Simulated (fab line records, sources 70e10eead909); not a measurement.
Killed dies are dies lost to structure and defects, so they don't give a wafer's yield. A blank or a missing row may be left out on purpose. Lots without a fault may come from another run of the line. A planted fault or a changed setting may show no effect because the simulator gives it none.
fab line records | flow nand_harc
record lots=6 wafers=18 last_day=33
route steps=1302 shown A_CONTACT@1039 END@1302
lots that met no fault: from a run of the same line without faults
start_h: hours from the record's first day to the start of the lot's first wafer shown | wait_h: hours since the lot's step before | " the same as in the row above | L1.1+2: a row that stands for several wafers | - no value, or no start given | * or withheld: withheld | < > ~ a bound
route shown NAME@n: a module of which the file shows steps, and the number in the route of the first | usual: mean/standard deviation of fault-free wafers | same: alike in all rows | chamber/n: place in a boat | sites: the reading at each site | _std_site: their standard deviation | _edge_site: outer sites' mean less inner sites' | radius_mm: how far each site lies from the wafer's centre | mask NAME#n: copy n | behind: the tool/chamber that last shaped the wafer | hold: why the lot was held/for how many hours/how that ended | device: the transistor (n, p or np) that didn't switch | end of line: the same wafers' tests at the end of the route | a step without rows: its recipe alone | killed: dies lost to structure and defects at the first sort, not the wafer's yield | map: a wafer's dies, x killed, . not, _ none there
set.NAME: the setting as run; set.NAME@STEP: as run at that earlier step | model.NAME: the simulator's own value behind a step, which no gauge read
lots at some steps of the route; a table a step, a row a wafer
services: from which hour (start_h, from the record's first day; less than 0 if before it) a tool's chamber was out of use, for how many hours, and why
## steps
# step NHARC_A_CONTACT_CD_MEAS_69
# recipe target_cd_nm=300 landing_energy_ev=500
# usual cd_nm=299.7/0.56
# columns lot.wafer tool chamber start_h wait_h cd_nm
L120.1 cd_sem-02 0 571.26 - 299.8
L120.2 " 0 " " 300.4
L120.5 " 0 " " 299.5
L129.3 cd_sem-01 0 649.42 - 299.7
L129.5 " 0 " " 299.4
L129.6 " 0 " " 299.2
L130.1 cd_sem-01 0 652.67 - 299.9
L130.2 " 0 " " 299.4
L130.6 " 0 " " 300.3
L133.2 cd_sem-03 0 699.37 - 300.4
L133.3 " 0 " " 299.9
L133.6 " 0 " " 299.9
L135.1 cd_sem-02 0 719.10 - 300.0
L135.3 " 0 " " 299.4
L135.5 " 0 " " 300.1
L136.3 cd_sem-02 0 735.49 - 300.1
L136.4 " 0 " " 299.6
L136.6 " 0 " " 299.1
# step NHARC_A_CONTACT_OVL_MEAS_70
# usual overlay_x_nm=0.0/0.7 overlay_y_nm=0.3/0.84
# columns lot.wafer tool chamber start_h wait_h overlay_x_nm overlay_y_nm
L120.1 overlay-02 - 571.34 - -0.6 1.2
L120.2 " - " " 0.0 0.5
L120.5 " - " " 0.0 0.9
L129.3 overlay-02 - 649.51 - -0.7 -0.1
L129.5 " - " " -0.2 0.0
L129.6 " - " " -0.3 0.0
L130.1 overlay-01 - 652.76 - -1.8 1.1
L130.2 " - " " -2.1 1.3
L130.6 " - " " -2.1 1.6
L133.2 overlay-01 - 699.46 - 1.0 0.2
L133.3 " - " " 0.4 -0.2
L133.6 " - " " 0.4 -0.5
L135.1 overlay-01 - 719.19 - 0.2 0.4
L135.3 " - " " 0.1 0.8
L135.5 " - " " 0.2 0.0
L136.3 overlay-02 - 735.58 - 0.0 -0.4
L136.4 " - " " 0.3 0.0
L136.6 " - " " -0.3 0.4
# step NHARC_A_CONTACT_INSPECT_71
# usual raw_defect_count=79/38
# columns lot.wafer tool chamber start_h wait_h raw_defect_count
L120.1 defect_inspect-01 - 571.38 0.0 130
L120.2 " - " " 117
L120.5 " - " " 118
L129.3 defect_inspect-01 - 649.55 0.0 109
L129.5 " - " " 80
L129.6 " - " " 87
L130.1 defect_inspect-02 - 652.79 0.0 29
L130.2 " - " " 34
L130.6 " - " " 19
L133.2 defect_inspect-01 - 699.49 0.0 36
L133.3 " - " " 36
L133.6 " - " " 28
L135.1 defect_inspect-02 - 719.23 0.0 21
L135.3 " - " " 19
L135.5 " - " " 34
L136.3 defect_inspect-01 - 735.61 0.0 61
L136.4 " - " " 59
L136.6 " - " " 68
# step NHARC_A_CONTACT_DESCUM_74
# recipe time_s=3 o2_flow_sccm=200 ar_flow_sccm=0 bias_power_w=0 chemistry=O2
# usual drypump_motor_current_A=5.7/0.51 oes_product_au=1.002/0.0097 rf_vpp_V=57.7/0.9 showerhead_plenum_p_Torr=1.90/0.076 throttle_valve_pct=11.310/0.0088
# same time_s=3
# columns lot.wafer tool chamber start_h wait_h drypump_motor_current_A oes_product_au rf_hours_counter_h rf_vpp_V showerhead_plenum_p_Torr throttle_valve_pct
L120.1 rie_diel-08 0 571.45 0.1 6.7 0.995 3 58.4 1.96 11.324
L120.2 " 2 " " 5.4 1.001 2 56.4 1.84 11.306
L120.5 " 0 " " 6.8 1.008 - 58.1 1.96 11.304
L129.3 rie_diel-08 2 649.61 0.1 5.4 0.992 18 56.3 1.84 11.319
L129.6 " 1 " " 5.7 0.978 - 58.0 1.93 11.293
L129.5 " 2 " " 5.3 0.994 - 55.5 1.83 11.319
L130.1 rie_diel-08 3 652.85 0.1 5.4 0.999 19 57.8 1.81 11.293
L130.2 " 1 " " 5.8 0.978 20 57.2 1.93 11.312
L130.6 " 3 " " 5.4 1.008 - 57.3 1.81 11.291
L133.3 rie_diel-08 1 699.55 0.1 5.7 0.991 27 58.6 1.93 11.320
L133.2 " 0 " " 6.8 1.018 25 59.0 1.96 11.300
L133.6 " 2 " " 5.4 1.008 - 58.3 1.83 11.303
L135.3 rie_diel-04 1 719.29 0.1 5.5 0.999 0 58.0 1.99 11.319
L135.1 " 0 " " 5.8 1.012 0 57.2 2.01 11.321
L135.5 " 1 " " 5.5 1.006 - 58.2 1.98 11.305
L136.4 rie_diel-08 1 735.67 0.1 5.7 0.999 1 57.2 1.93 11.305
L136.3 " 2 " " 5.4 1.006 1 57.8 1.83 11.299
L136.6 " 2 " " 5.4 0.994 - 56.4 1.83 11.301
# step NHARC_A_CONTACT_ETCH_75
# recipe target_depth_a=390 over_etch_frac=0.3 time_s=65 ion_energy_ev=80 cf4_flow_sccm=150 ar_flow_sccm=0 rf_w=300 bias_w=100 chemistry=CF4
# step NHARC_A_CONTACT_ETCH_76
# recipe target_depth_a=2600 over_etch_frac=0.3 time_s=475.3 ion_energy_ev=200 n2_flow_sccm=150 h2_flow_sccm=150 ar_flow_sccm=0 rf_w=400 bias_w=150 chemistry=N2/H2
# usual bias_w=150.0/0.48 chamber_pressure_mTorr=30.001/0.03 drypump_motor_current_A=5.7/0.52 oes_product_au=1.002/0.0099 rf_vpp_V=430.3/2.4 showerhead_plenum_p_Torr=2.04/0.081 throttle_valve_pct=14.172/0.0094
# same over_etch_frac=0.3 time_s=475.3
# columns lot.wafer tool chamber start_h wait_h bias_w chamber_pressure_mTorr drypump_motor_current_A oes_product_au rf_hours_counter_h rf_vpp_V showerhead_plenum_p_Torr throttle_valve_pct
L120.2 rie_diel-08 3 - - 148.8 29.965 5.4 1.002 2 428.2 1.93 14.179
L120.1 " 1 " " 150.1 29.949 5.7 0.989 2 431.7 2.07 14.172
L120.5 " 0 " " 149.7 30.005 6.8 1.002 - 431.5 2.10 14.190
L129.3 rie_diel-08 2 - - 150.3 29.949 5.4 1.026 18 429.0 1.95 14.163
L129.6 " 0 " " 149.8 29.966 6.8 1.021 - 431.9 2.09 14.173
L129.5 " 1 " " 149.8 29.996 5.8 0.996 - 430.7 2.06 14.178
L130.1 rie_diel-08 0 - - 149.6 30.009 6.8 1.010 17 433.0 2.09 14.159
L130.2 " 2 " " 149.5 29.956 5.3 1.005 19 428.7 1.95 14.173
L130.6 " 0 " " 151.1 30.015 6.8 1.009 - 431.9 2.09 14.175
L133.3 rie_diel-08 1 - - 150.4 29.979 5.8 0.994 27 432.5 2.06 14.178
L133.2 " 2 " " 150.5 29.956 5.4 1.004 26 427.8 1.95 14.180
L133.6 " 0 " " 150.4 29.999 6.8 1.006 - 432.5 2.09 14.185
L135.3 rie_diel-04 0 - - 150.0 30.004 5.8 1.000 0 433.0 2.14 14.156
L135.1 " 1 " " 149.4 29.972 5.4 0.987 0 431.3 2.12 14.177
L135.5 " 0 " " 150.4 29.944 5.8 1.001 - 433.9 2.14 14.163
L136.4 rie_diel-08 1 - - 150.1 29.985 5.8 1.009 1 433.1 2.06 14.166
L136.3 " 2 " " 150.7 29.954 5.4 0.995 1 428.3 1.95 14.175
L136.6 " 1 " " 150.1 29.998 5.7 1.009 - 431.2 2.06 14.161
# step NHARC_A_CONTACT_ETCH_77
# recipe target_depth_a=1089 time_s=54.5 cf4_flow_sccm=100 chf3_flow_sccm=30 ar_flow_sccm=0 rf_w=500 bias_w=200 chemistry=CF4/CHF3
# usual bias_w=199.9/0.57 cf4_flow_sccm=100.0/0.31 drypump_motor_current_A=5.7/0.53 oes_product_au=0.939/0.022 rf_vpp_V=370.5/2.1 showerhead_plenum_p_Torr=1.57/0.058 throttle_valve_pct=16.802/0.0092
# same time_s=54.5
# columns lot.wafer tool chamber start_h wait_h bias_w cf4_flow_sccm drypump_motor_current_A oes_product_au rf_hours_counter_h rf_vpp_V showerhead_plenum_p_Torr throttle_valve_pct
L120.2 rie_diel-08 2 - - 199.5 99.7 5.4 0.934 2 367.7 1.52 16.799
L120.1 " 3 " " 199.9 99.7 5.3 0.938 3 368.0 1.50 16.822
L120.5 " 1 " " 199.8 99.7 5.8 0.915 - 371.5 1.59 16.824
L129.3 rie_diel-08 3 - - 200.2 100.1 5.4 0.980 18 367.4 1.49 16.809
L129.5 " 3 " " 199.7 100.3 5.4 0.978 - 368.2 1.49 16.791
L129.6 " 0 " " 199.1 99.9 6.8 0.986 - 371.2 1.61 16.798
L130.1 rie_diel-08 0 - - 200.4 100.5 6.8 0.931 17 372.4 1.61 16.789
L130.2 " 1 " " 200.5 100.0 5.7 0.910 20 370.6 1.59 16.792
L130.6 " 1 " " 200.0 100.0 5.8 0.918 - 371.0 1.59 16.810
L133.3 rie_diel-08 2 - - 198.9 100.2 5.3 0.921 26 367.1 1.51 16.814
L133.2 " 0 " " 199.3 100.0 6.8 0.936 26 373.1 1.61 16.790
L133.6 " 3 " " 200.2 100.1 5.3 0.928 - 367.4 1.49 16.806
L135.1 rie_diel-04 1 - - 199.8 100.0 5.4 0.955 0 371.3 1.63 16.807
L135.3 " 3 " " 199.0 100.3 5.6 0.959 0 371.1 1.58 16.799
L135.5 " 3 " " 198.7 99.9 5.6 0.956 - 370.4 1.58 16.832
L136.4 rie_diel-08 2 - - 198.3 99.5 5.3 0.962 1 368.3 1.51 16.803
L136.3 " 1 " " 199.9 100.3 5.7 0.973 1 371.8 1.59 16.793
L136.6 " 2 " " 198.4 99.7 5.3 0.971 - 368.5 1.51 16.810
# step NHARC_A_CONTACT_ETCH_78
# recipe target_depth_a=53000 over_etch_frac=0.3 time_s=1378 ion_energy_ev=150 o2_flow_sccm=400 cos_flow_sccm=20 ar_flow_sccm=0 rf_w=500 bias_w=300 chemistry=O2/COS
# usual bias_w=299.8/0.83 chamber_pressure_mTorr=19.998/0.018 drypump_motor_current_A=5.8/0.55 oes_product_au=1.001/0.01 rf_vpp_V=314.1/1.9 showerhead_plenum_p_Torr=3.12/0.11 throttle_valve_pct=28.330/0.0088
# same over_etch_frac=0.3 time_s=1378
# columns lot.wafer tool chamber start_h wait_h bias_w chamber_pressure_mTorr drypump_motor_current_A oes_product_au rf_hours_counter_h rf_vpp_V showerhead_plenum_p_Torr throttle_valve_pct
L120.2 rie_diel-08 1 - - 301.5 20.021 5.8 0.988 3 314.6 3.16 28.323
L120.1 " 3 " " 300.7 19.994 5.4 0.996 3 312.8 2.97 28.328
L120.5 " 1 " " 299.8 19.961 5.8 0.993 - 315.1 3.16 28.323
L129.3 rie_diel-08 2 - - 301.9 19.999 5.4 0.996 19 313.5 3.00 28.335
L129.5 " 3 " " 300.3 20.006 5.3 1.006 - 310.6 2.96 28.316
L129.6 " 0 " " 298.9 19.999 6.8 1.004 - 316.1 3.19 28.333
L130.1 rie_diel-08 0 - - 298.5 19.993 6.8 1.008 17 316.7 3.19 28.329
L130.2 " 3 " " 299.4 19.984 5.4 1.005 20 311.6 2.96 28.320
L130.6 " 1 " " 298.6 20.020 5.7 0.985 - 315.0 3.15 28.324
L133.2 rie_diel-08 2 - - 300.5 19.973 5.4 0.996 26 310.8 3.00 28.316
L133.3 " 3 " " 299.7 20.000 5.4 1.018 28 312.3 2.96 28.317
L133.6 " 2 " " 300.1 19.998 5.4 1.009 - 311.2 3.00 28.322
L135.1 rie_diel-04 0 - - 300.6 20.002 5.8 0.995 1 315.5 3.26 28.332
L135.3 " 3 " " 298.8 19.997 5.6 1.006 1 314.5 3.13 28.311
L135.5 " 3 " " 299.6 20.032 5.6 0.997 - 313.4 3.13 28.336
L136.3 rie_diel-08 3 - - 300.1 19.982 5.4 1.001 1 311.2 2.96 28.316
L136.4 " 0 " " 298.9 19.998 6.8 0.992 1 315.7 3.19 28.343
L136.6 " 3 " " 299.9 19.974 5.3 1.000 - 313.0 2.96 28.330
# step NHARC_A_CONTACT_ETCH_124
# recipe source_w=withheld pressure_mtorr=20 bias_v=withheld time_s=140 target_depth_a=7000 ar_flow_sccm=withheld c4f8_flow_sccm=withheld o2_flow_sccm=withheld chemistry=C4F8/O2/Ar
# usual chamber_pressure_mTorr=20.002/0.018 oes_air_line_au=0.999/0.018
# same time_s=140
# columns lot.wafer tool chamber start_h wait_h chamber_pressure_mTorr oes_air_line_au rf_hours_counter_h
L120.2 har_cap_etch-01 1 572.98 - 19.991 1.001 7
L120.1 " 0 " " 19.988 0.986 7
L120.5 " 0 " " 20.018 1.019 -
L129.3 har_cap_etch-03 0 651.22 - 20.016 1.017 -
L129.5 " 0 " " 20.015 1.007 -
L129.6 " 1 " " 20.000 1.023 -
L130.2 har_cap_etch-02 1 654.40 - 19.999 1.008 112
L130.1 " 0 " " 20.001 1.014 112
L130.6 " 1 " " 19.996 1.016 -
L133.2 har_cap_etch-01 1 701.11 - 20.018 0.984 29
L133.3 " 1 " " 20.013 0.985 -
L133.6 " 0 " " 20.007 1.001 -
L135.1 har_cap_etch-03 1 721.14 - 19.971 1.005 81
L135.3 " 0 " " 19.992 1.002 -
L135.5 " 1 " " 20.000 0.972 -
L136.3 har_cap_etch-03 1 737.28 - 19.994 1.016 -
L136.4 " 0 " " 19.991 0.995 -
L136.6 " 0 " " 19.962 0.986 -
# step NHARC_A_CONTACT_ETCH_125
# recipe source_w=withheld pressure_mtorr=20 bias_v=3000 time_s=197 target_depth_a=19180 ar_flow_sccm=withheld c4f8_flow_sccm=withheld o2_flow_sccm=withheld chemistry=C4F8/O2/Ar
# step NHARC_A_CONTACT_ETCH_126
# recipe source_w=withheld pressure_mtorr=20 bias_v=3000 time_s=197 target_depth_a=19180 ar_flow_sccm=withheld c4f8_flow_sccm=withheld o2_flow_sccm=withheld chemistry=C4F8/O2/Ar
# step NHARC_A_CONTACT_ETCH_127
# recipe source_w=withheld pressure_mtorr=20 bias_v=3000 time_s=197 target_depth_a=19180 ar_flow_sccm=withheld c4f8_flow_sccm=withheld o2_flow_sccm=withheld chemistry=C4F8/O2/Ar
# step NHARC_A_CONTACT_ETCH_128
# recipe source_w=withheld pressure_mtorr=20 bias_v=3000 time_s=197 target_depth_a=19180 ar_flow_sccm=withheld c4f8_flow_sccm=withheld o2_flow_sccm=withheld chemistry=C4F8/O2/Ar
# usual chamber_pressure_mTorr=19.998/0.02 oes_air_line_au=1.000/0.02 time_s=197/0
# columns lot.wafer tool chamber start_h wait_h chamber_pressure_mTorr oes_air_line_au rf_hours_counter_h time_s
L120.2 har_cap_etch-01 1 573.72 0.1 20.024 1.031 7 197
L120.1 " 0 " " 19.965 1.009 7 197
L120.5 " 0 " " 19.991 0.968 - 197
L129.3 har_cap_etch-03 0 651.94 0.1 - - - -
L129.5 " 0 " " - - - -
L129.6 " 1 " " - - - -
L130.2 har_cap_etch-02 1 655.13 0.1 - - - -
L130.1 " 0 " " - - - -
L130.6 " 1 " " - - - -
L133.2 har_cap_etch-01 1 701.83 0.1 20.004 1.007 30 197
L133.3 " 1 " " 19.977 1.005 - 197
L133.6 " 0 " " 19.999 1.016 - 197
L135.1 har_cap_etch-03 1 721.87 0.1 19.995 1.014 82 197
L135.3 " 0 " " 19.976 0.993 - 197
L135.5 " 1 " " 19.999 1.009 - 197
L136.3 har_cap_etch-03 1 738.00 0.1 19.991 1.017 - 197
L136.4 " 0 " " 19.974 1.005 - 197
L136.6 " 0 " " 20.009 1.018 - 197
# step NHARC_A_CONTACT_ETCH_129
# recipe source_w=withheld pressure_mtorr=20 bias_v=3000 time_s=197 target_depth_a=19180 ar_flow_sccm=withheld c4f8_flow_sccm=withheld o2_flow_sccm=withheld chemistry=C4F8/O2/Ar
# step NHARC_END_SORT_01
# recipe temp_c=25
# usual killed_at_array=57/20 killed_at_other=1.0/1.5 killed_at_periphery=3.5/2.5 killed_dies=62/21 killed_open=3.5/1.9 killed_short=2.4/1.6
# same gross_dies=677
# columns lot.wafer tool chamber start_h wait_h killed_at_array killed_at_other killed_at_periphery killed_dies killed_open killed_short
L120.1 prober-01 0 637.79 2.5 74 5 6 85 3 2
L120.2 prober-01 0 638.59 2.8 76 3 4 83 4 2
L120.5 prober-01 0 640.99 3.7 86 5 6 97 3 5
L130.1 prober-01 0 708.65 2.5 676 0 1 677 1 1
L130.2 prober-01 0 709.46 2.8 674 0 3 677 2 3
L130.6 prober-01 0 712.70 4.0 674 0 3 677 2 1
L129.3 prober-02 0 713.25 3.1 673 0 4 677 2 2
L129.5 prober-02 0 714.82 3.7 673 0 4 677 8 1
L129.6 prober-02 0 715.61 3.9 674 0 3 677 1 3
L133.2 prober-01 0 773.62 2.8 34 1 5 40 2 2
L133.3 prober-01 0 774.41 3.1 35 1 1 37 3 0
L133.6 prober-01 0 776.79 4.0 32 0 1 33 6 2
L135.1 prober-02 0 779.37 2.5 34 0 11 45 6 4
L135.3 prober-02 0 780.99 3.1 35 0 13 48 7 1
L135.5 prober-02 0 782.61 3.7 49 2 5 56 5 5
L136.3 prober-01 0 795.10 3.1 49 0 5 54 4 1
L136.4 prober-01 0 795.88 3.4 47 1 3 51 4 0
L136.6 prober-01 0 797.44 3.9 48 0 5 53 3 4
# killed by level:class
L120.1 A_SLIT:chamber_film_flake=30 A_CHANNEL_HOLE_D1:chamber_film_flake=28 A_CHANNEL_HOLE_D2:chamber_film_flake=6 P_CONTACT:chamber_film_flake=4 THIN_TSV:chamber_film_flake=4 P_ZERO_WELL:chamber_film_flake=2 A_WL_FILL:chamber_film_flake=2 A_ONON_D1:geometric_particle:open=1
L120.2 A_CHANNEL_HOLE_D1:chamber_film_flake=30 A_SLIT:chamber_film_flake=25 A_CHANNEL_HOLE_D2:chamber_film_flake=5 P_CONTACT:chamber_film_flake=4 A_CONTACT:chamber_film_flake=4 A_WL_FILL:chamber_film_flake=3 A_M0:geometric_particle:open=2 A_STAIRCASE:chamber_film_flake=2
L120.5 A_CHANNEL_HOLE_D1:chamber_film_flake=43 A_SLIT:chamber_film_flake=20 A_CHANNEL_HOLE_D2:chamber_film_flake=12 P_CONTACT:chamber_film_flake=4 THIN_TSV:chamber_film_flake=4 A_ONON_D1:geometric_particle:open=2 A_CHANNEL_FILL_D1:geometric_particle:short=2 A_WL_FILL:chamber_film_flake=2
L130.1 A_CONTACT:area_etch=644 A_CHANNEL_HOLE_D1:chamber_film_flake=10 A_CONTACT:chamber_film_flake=10 A_CHANNEL_HOLE_D2:chamber_film_flake=4 A_SLIT:chamber_film_flake=4 A_ONON_D2:geometric_particle:open=1 A_WL_FILL:geometric_particle:short=1 P_ZERO_WELL:chamber_film_flake=1
L130.2 A_CONTACT:area_etch=643 A_CHANNEL_HOLE_D1:chamber_film_flake=9 A_CONTACT:chamber_film_flake=6 A_SLIT:chamber_film_flake=5 P_M1:geometric_particle:short=2 A_CHANNEL_HOLE_D2:chamber_film_flake=2 A_ONON_D1:geometric_particle:short=1 A_CHANNEL_HOLE_D1:geometric_particle:open=1
L130.6 A_CONTACT:area_etch=646 A_CONTACT:chamber_film_flake=11 A_CHANNEL_HOLE_D1:chamber_film_flake=7 A_M1:geometric_particle:open=2 P_CONTACT:chamber_film_flake=2 A_SLIT:chamber_film_flake=2 A_BONDPAD:chamber_film_flake=2 A_ONON_D1:geometric_particle:short=1
L129.3 A_CONTACT:area_etch=615 A_SLIT:chamber_film_flake=32 A_CHANNEL_HOLE_D2:chamber_film_flake=15 A_CHANNEL_HOLE_D1:chamber_film_flake=4 P_BONDPAD:chamber_film_flake=2 A_STAIRCASE:chamber_film_flake=2 A_CONTACT:chamber_film_flake=2 P_BONDPAD:geometric_particle:open=1
L129.5 A_CONTACT:area_etch=622 A_SLIT:chamber_film_flake=32 A_CHANNEL_HOLE_D1:chamber_film_flake=5 A_CHANNEL_HOLE_D2:chamber_film_flake=5 A_SOURCE_PLATE:geometric_particle:open=3 P_CONTACT:geometric_particle:open=2 P_BONDPAD:chamber_film_flake=2 A_ONON_D1:geometric_particle:open=1
L129.6 A_CONTACT:area_etch=628 A_SLIT:chamber_film_flake=21 A_CHANNEL_HOLE_D2:chamber_film_flake=8 A_CHANNEL_HOLE_D1:chamber_film_flake=7 P_BONDPAD:chamber_film_flake=2 A_DECK1_JOINT:chamber_film_flake=2 A_ONON_D1:geometric_particle:short=1 A_CHANNEL_FILL_D1:geometric_particle:short=1
L133.2 A_CHANNEL_HOLE_D1:chamber_film_flake=17 A_SLIT:chamber_film_flake=11 A_CONTACT:chamber_film_flake=4 P_ZERO_WELL:chamber_film_flake=2 P_ZERO_WELL:geometric_particle:short=1 P_M2:geometric_particle:open=1 A_WL_FILL:geometric_particle:short=1 A_WL_FILL:geometric_particle:open=1
L133.3 A_CHANNEL_HOLE_D1:chamber_film_flake=17 A_SLIT:chamber_film_flake=5 A_CONTACT:chamber_film_flake=4 A_STAIRCASE:chamber_film_flake=3 A_CHANNEL_FILL_D1:geometric_particle:open=1 A_SGD_CUT:geometric_particle:open=1 A_CONTACT:geometric_particle:open=1 P_ZERO_WELL:chamber_film_flake=1
L133.6 A_CHANNEL_HOLE_D1:chamber_film_flake=12 A_SLIT:chamber_film_flake=8 A_CONTACT:chamber_film_flake=4 A_WL_FILL:geometric_particle:open=2 P_STI:geometric_particle:open=1 A_ONON_D1:geometric_particle:open=1 A_CHANNEL_FILL_D1:geometric_particle:short=1 A_CHANNEL_HOLE_D2:geometric_particle:open=1
L135.1 A_CONTACT:chamber_film_flake=11 A_SLIT:chamber_film_flake=4 P_CONTACT:chamber_film_flake=3 P_ZERO_WELL:chamber_film_flake=2 P_STI:chamber_film_flake=2 P_M1:chamber_film_flake=2 A_CHANNEL_HOLE_D1:unspecified=2 A_CHANNEL_HOLE_D1:chamber_film_flake=2
L135.3 A_CONTACT:chamber_film_flake=12 A_SLIT:chamber_film_flake=9 P_ZERO_WELL:chamber_film_flake=4 A_CHANNEL_FILL_D1:chamber_film_flake=4 P_STI:chamber_film_flake=3 P_GATE:chamber_film_flake=3 A_WL_FILL:geometric_particle:open=2 A_CONTACT:geometric_particle:open=2
L135.5 A_SLIT:chamber_film_flake=13 A_CONTACT:chamber_film_flake=13 A_CHANNEL_FILL_D2:geometric_particle:short=4 P_CONTACT:chamber_film_flake=4 A_CHANNEL_FILL_D1:chamber_film_flake=4 A_STAIRCASE:chamber_film_flake=4 A_CHANNEL_HOLE_D1:unspecified=3 A_ONON_D1:geometric_particle:open=2
L136.3 A_SLIT:chamber_film_flake=36 P_BONDPAD:chamber_film_flake=3 A_CHANNEL_HOLE_D2:chamber_film_flake=3 A_CONTACT:chamber_film_flake=3 P_STI:chamber_film_flake=2 A_STAIRCASE:chamber_film_flake=2 A_DECK1_JOINT:geometric_particle:open=1 A_ONON_D2:geometric_particle:open=1
L136.4 A_SLIT:chamber_film_flake=37 A_CHANNEL_HOLE_D2:chamber_film_flake=2 A_M1:chamber_film_flake=2 P_CONTACT:geometric_particle:open=1 P_M0:geometric_particle:open=1 A_ONON_D1:geometric_particle:open=1 A_CHANNEL_FILL_D2:geometric_particle:open=1 P_BONDPAD:chamber_film_flake=1
L136.6 A_SLIT:chamber_film_flake=32 A_DECK1_JOINT:chamber_film_flake=3 A_CHANNEL_HOLE_D2:chamber_film_flake=3 A_CONTACT:chamber_film_flake=3 P_STI:chamber_film_flake=2 P_M0:geometric_particle:open=1 P_M1:geometric_particle:short=1 A_CHANNEL_FILL_D1:geometric_particle:open=1
# map L129.3 (x killed, . not)
____________x____________
_________xxxxxxx_________
_______xxxxxxxxxxx_______
______xxxxxxxxxxxxx______
_____xxxxxxxxxxxxxxx_____
____xxxxxxxxxxxxxxxxx____
____xxxxxxxxxxxxxxxxx____
___xxxxxxxxxxxxxxxxxxx___
___xxxxxxxxxxxxxxxxxxx___
__xxxxxxxxxxxxxxxxxxxxx__
__xxxxxxxxxxxxxxxxxxxxx__
_xxxxxxxxxxxxxxxxxxxxxxx_
_xxxxxxxxxxxxxxxxxxxxxxx_
_xxxxxxxxxxxxxxxxxxxxxxx_
_xxxxxxxxxxxxxxxxxxxxxxx_
_xxxxxxxxxxxxxxxxxxxxxxx_
xxxxxxxxxxxxxxxxxxxxxxxxx
xxxxxxxxxxxxxxxxxxxxxxxxx
xxxxxxxxxxxxxxxxxxxxxxxxx
xxxxxxxxxxxxxxxxxxxxxxxxx
xxxxxxxxxxxxxxxxxxxxxxxxx
_xxxxxxxxxxxxxxxxxxxxxxx_
_xxxxxxxxxxxxxxxxxxxxxxx_
_xxxxxxxxxxxxxxxxxxxxxxx_
_xxxxxxxxxxxxxxxxxxxxxxx_
_xxxxxxxxxxxxxxxxxxxxxxx_
__xxxxxxxxxxxxxxxxxxxxx__
__xxxxxxxxxxxxxxxxxxxxx__
___xxxxxxxxxxxxxxxxxxx___
___xxxxxxxxxxxxxxxxxxx___
____xxxxxxxxxxxxxxxxx____
____xxxxxxxxxxxxxxxxx____
_____xxxxxxxxxxxxxxx_____
______xxxxxxxxxxxxx______
_______xxxxxxxxxxx_______
_________xxxxxxx_________
____________x____________
# map L130.1 (x killed, . not)
____________x____________
_________xxxxxxx_________
_______xxxxxxxxxxx_______
______xxxxxxxxxxxxx______
_____xxxxxxxxxxxxxxx_____
____xxxxxxxxxxxxxxxxx____
____xxxxxxxxxxxxxxxxx____
___xxxxxxxxxxxxxxxxxxx___
___xxxxxxxxxxxxxxxxxxx___
__xxxxxxxxxxxxxxxxxxxxx__
__xxxxxxxxxxxxxxxxxxxxx__
_xxxxxxxxxxxxxxxxxxxxxxx_
_xxxxxxxxxxxxxxxxxxxxxxx_
_xxxxxxxxxxxxxxxxxxxxxxx_
_xxxxxxxxxxxxxxxxxxxxxxx_
_xxxxxxxxxxxxxxxxxxxxxxx_
xxxxxxxxxxxxxxxxxxxxxxxxx
xxxxxxxxxxxxxxxxxxxxxxxxx
xxxxxxxxxxxxxxxxxxxxxxxxx
xxxxxxxxxxxxxxxxxxxxxxxxx
xxxxxxxxxxxxxxxxxxxxxxxxx
_xxxxxxxxxxxxxxxxxxxxxxx_
_xxxxxxxxxxxxxxxxxxxxxxx_
_xxxxxxxxxxxxxxxxxxxxxxx_
_xxxxxxxxxxxxxxxxxxxxxxx_
_xxxxxxxxxxxxxxxxxxxxxxx_
__xxxxxxxxxxxxxxxxxxxxx__
__xxxxxxxxxxxxxxxxxxxxx__
___xxxxxxxxxxxxxxxxxxx___
___xxxxxxxxxxxxxxxxxxx___
____xxxxxxxxxxxxxxxxx____
____xxxxxxxxxxxxxxxxx____
_____xxxxxxxxxxxxxxx_____
______xxxxxxxxxxxxx______
_______xxxxxxxxxxx_______
_________xxxxxxx_________
____________x____________
## services
# columns tool chamber start_h hours kind
rie_diel-08 0 553.87 - clean
rie_diel-08 1 553.87 - clean
rie_diel-08 2 553.87 - clean
rie_diel-08 3 553.87 - clean
har_cap_etch-03 - 566.91 0.3 repair
rie_diel-08 0 578.39 - clean
rie_diel-08 1 578.39 - clean
rie_diel-08 2 578.39 - clean
rie_diel-08 3 578.39 - clean
rie_diel-04 3 582.21 24.3 repair
rie_diel-04 - 597.26 0.4 repair
rie_diel-08 0 602.89 - clean
rie_diel-08 1 602.89 - clean
rie_diel-08 2 602.89 - clean
rie_diel-08 3 602.89 - clean
rie_diel-08 0 632.02 11.3 repair
rie_diel-08 3 663.73 13.8 repair
har_cap_etch-03 - 665.38 0.3 repair
rie_diel-04 2 673.46 3.1 repair
rie_diel-04 - 709.98 9.0 pm
har_cap_etch-03 - 712.64 2.1 repair
rie_diel-08 - 721.90 9.0 pm
rie_diel-04 2 724.15 3.9 repair
rie_diel-08 0 737.35 3.4 repair
## key
first_sign step=NHARC_A_CONTACT_ETCH_128 reading=tool_record direction=missing
effect step=NHARC_END_SORT_01 reading=killed_at_array direction=up sigmas=30 usual=57 struck=674
more_kills_born_at NHARC_A_CONTACT_ETCH_128@har_cap_etch-02=1933 NHARC_A_CONTACT_ETCH_128@har_cap_etch-03=1865
met_at NHARC_A_CONTACT_ETCH_128
struck_wafers L129.3,L129.5,L129.6,L130.1,L130.2,L130.6
later_rows_left_out L129.3,L129.5,L129.6,L130.1,L130.2,L130.6
tester_left_out L129,L130
fault kind=skipped_step_whole tool=har_cap_etch-02,har_cap_etch-03 chamber=- onset_h=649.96 steps=NHARC_A_CONTACT_ETCH_128 scope=struck_lots_only
# tester_left_out: of these lots the tester's yield and bins aren't shown, on N5 and GAA mostly nor the transistor test; their killed dies are dies lost to structure and defects alone, not to doping, threshold or leakage, so they don't give the yield
# later_rows_left_out: the simulator's readings of these wafers behind a module that went badly wrong aren't trusted and aren't shown, but for the sort
